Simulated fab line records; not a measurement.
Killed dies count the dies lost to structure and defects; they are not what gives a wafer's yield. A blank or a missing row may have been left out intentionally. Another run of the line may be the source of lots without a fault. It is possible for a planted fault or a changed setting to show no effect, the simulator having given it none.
Chamber matching ; flow n5 finfet ; 4 sister chambers for N5_BEOL_M11_STRIP_36 on rie diel-03
The step strips in N2/H2. 18 wafers are shown with their chamber, then 9 later ones without.

EACH WAFER AND ITS CHAMBER
wafer;chamber;showerhead plenum p Torr (Torr);drypump motor current A (A);throttle valve pct (%)
L078.1;0;2.51;6.29;23.99
L078.3;1;2.43;5.60;24.13
L078.5;1;2.43;5.58;24.12
L077.2;0;2.52;6.27;24.04
L077.3;1;2.43;5.60;24.15
L077.4;3;2.70;5.83;23.32
L076.1;3;2.70;5.82;23.32
L076.3;0;2.52;6.28;24.01
L076.5;1;2.43;5.60;24.10
L080.2;1;2.43;5.56;24.11
L080.4;3;2.70;5.79;23.34
L080.5;3;2.70;5.81;23.32
L087.1;0;2.51;6.30;24.00
L087.2;2;2.61;5.70;23.76
L087.5;3;2.69;5.82;23.35
L089.1;2;2.61;5.70;23.73
L089.3;1;2.42;5.62;24.13
L089.4;0;2.51;6.29;24.00

SIGNATURES (means of the wafers above)
reading;chamber 0;chamber 1;chamber 2;chamber 3;scatter within a chamber
showerhead plenum p Torr;2.5140;2.4283;2.6100;2.6980;0.0045
drypump motor current A;6.2860;5.5933;5.7000;5.8140;0.016
throttle valve pct;24.0080;24.1233;23.7450;23.3300;0.0175
Rule: distance of a wafer from a chamber = root of the sum over the readings of ((wafer's reading minus chamber's mean) / reading's scatter) squared. The wafer belongs to the nearest chamber; if the next one is less than 2 further off, it can't be placed. How the scatter is found: for the shown wafers, subtract from each reading the mean of its chamber, square and add these, divide the total by (wafers less chambers), then take the root.

WAFERS WITH NO CHAMBER GIVEN
wafer;showerhead plenum p Torr (Torr);drypump motor current A (A);throttle valve pct (%)
L093.1;2.50;6.27;24.02
L093.3;2.69;5.77;23.35
L093.4;2.60;5.71;23.74
L096.1;2.50;6.32;24.06
L096.4;2.60;5.69;23.74
L096.5;2.60;5.72;23.77
L097.2;2.50;6.24;24.02
L097.4;2.60;5.74;23.77
L097.5;2.50;6.28;24.11

CHAMBER TAKEN BY EACH
wafer;from the rows above;in truth
L093.1;0;0
L093.3;3;3
L093.4;2;2
L096.1;0;0
L096.4;2;2
L096.5;2;2
L097.2;0;0
L097.4;2;2
L097.5;0;0
9 of 9 placed correctly. From these rows, 0 cannot be placed. Wrongly placed: 0.
